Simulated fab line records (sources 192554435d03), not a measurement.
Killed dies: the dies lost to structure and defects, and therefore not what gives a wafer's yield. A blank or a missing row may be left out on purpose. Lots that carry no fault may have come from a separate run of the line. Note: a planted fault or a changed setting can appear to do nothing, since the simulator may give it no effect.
Struck lot and sound lot, side by side    flow n5_finfet    15 steps out of a route of 1938
Sound: the wafers L594.4, L594.5, L594.6. Struck: wafers L599.1, L599.2, L599.4. The cause is named last.
Per side, at each step with rows, come the tool, then ch with its chambers, and then its first start. Under that, the readings that differ: sound wafers    struck wafers    difference of the means    sigmas: that difference in standard deviations of wafers without a fault.
alike: readings with means less than 2 such deviations apart, plus words and numbers identical on both sides. not compared: withheld readings, readings lacking a value on some wafer, bounds such as >300 that could conceal the same value, and numbers that have no deviation in the record and whose values overlap.
A row with sigmas, a row that says differs or no value, or rows on one side alone: a step with any of these is where the two part. When numbers do not overlap yet have no deviation, they are printed without sigmas and do not part them. A reading that every wafer of one side lacks parts them only if that side has two wafers or more.

first, 1 step without rows for these wafers: N5_BEOL_M10_STRIP_77 (strips in N2/H2, time 10 s).
N5_BEOL_M10_OCD_MEAS_38:
  sound: ocd-02 at day 13 03:06; struck: ocd-01 at day 15 09:13
  alike: trench_depth_nm
then, 4 steps without rows for these wafers: N5_BEOL_M10_HM_STRIP_39 (strips TiN in peroxide tin strip, target depth 25 nm, time 158 s); N5_BEOL_M10_SRD_40 (time 30 s); N5_BEOL_M10_PRECLEAN_42 (cleans in residue remover, time 60 s); N5_BEOL_M10_SRD_43 (time 30 s).
N5_BEOL_M10_CD_MEAS_35: the cd target is 70 nm.
  sound: cd_sem-03 at day 13 03:16; struck: cd_sem-02 at day 15 09:31
  alike: cd_nm
N5_BEOL_M10_CURE_72: cures SiCOH lowk, time 120 s.
  sound on uv_cure-03 ch 0, day 13 03:27; struck on uv_cure-03 ch 2, day 15 09:33
  alike: lamp_power_pct, wafer_temp_C_max
N5_BEOL_M10_DEGAS_44: time 60 s.
  sound: pvd_sputter-01 at day 13 03:38; struck: pvd_sputter-03 at day 15 10:00
  alike: heater_power_w, susceptor_temp_C
then, 1 step without rows for these wafers: N5_BEOL_M10_PRE_CLEAN_45 (time 30 s).
N5_BEOL_M10_ALD_74: deposits TaN, target thk 2 nm, pulse time 2 s, purge time 3 s.
  sound on ald_metal-01 ch 0,1, day 13 03:44; struck on ald_metal-01 ch 0,2,3, day 15 10:08
  alike: heater_power_w, precursor_vessel_pressure_torr, susceptor_temp_C
N5_BEOL_M10_SURFACE_TREAT_76:
  sound: pvd_sputter-03 at day 13 04:01; struck: pvd_sputter-03 at day 15 10:25
  not compared: pressure_mtorr, throttle_valve_pct
N5_BEOL_M10_CVD_75: deposits Co from CCTBA/H2, target thk 2 nm, time 138.9 s.
  sound on cvd_co-02 ch 0,1,2, day 13 04:21; struck on cvd_co-02 ch 0,2, day 15 10:29
reading           sound              struck             difference  sigmas
run_length_s (s)  160.8 161.8 161.9  223.9 224.5 224.3  +62.7       +99 or more
N5_BEOL_M10_SPUTTER_48: material Cu, target thk 12 nm, time 2 s.
  sound: pvd_sputter-02 at day 13 05:08; struck: pvd_sputter-03 at day 15 10:43
  alike: susceptor_temp_C, throttle_valve_pct
-- record jumps: 2 days separate the struck wafers' starts on either side; left off in module BEOL_M10, taken up again in module PASSIVATION, whose first shown step is the route's number 1936 --
N5_PASSIVATION_PROBE_49:
  sound: prober-01 at day 15 05:11; struck: prober-01 at day 17 13:20
  alike: defect_limited_yield, killed_at_M0_to_M3, killed_at_M4_up, killed_at_contacts, killed_at_front_end, killed_at_other, killed_dies, killed_open, killed_short, sort_bin_5_function, sort_bin_6_memory, sort_bin_8_speed, sort_n_pass, sort_yield_pct

== WHERE THEY PART ==
Only at N5_BEOL_M10_CVD_75, within this record. Later steps at which nothing parts them and some readings are alike: N5_BEOL_M10_SPUTTER_48, N5_PASSIVATION_PROBE_49.

WHY: what the simulator had put in
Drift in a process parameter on cvd_co-02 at N5_BEOL_M10_CVD_75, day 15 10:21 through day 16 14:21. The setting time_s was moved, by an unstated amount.
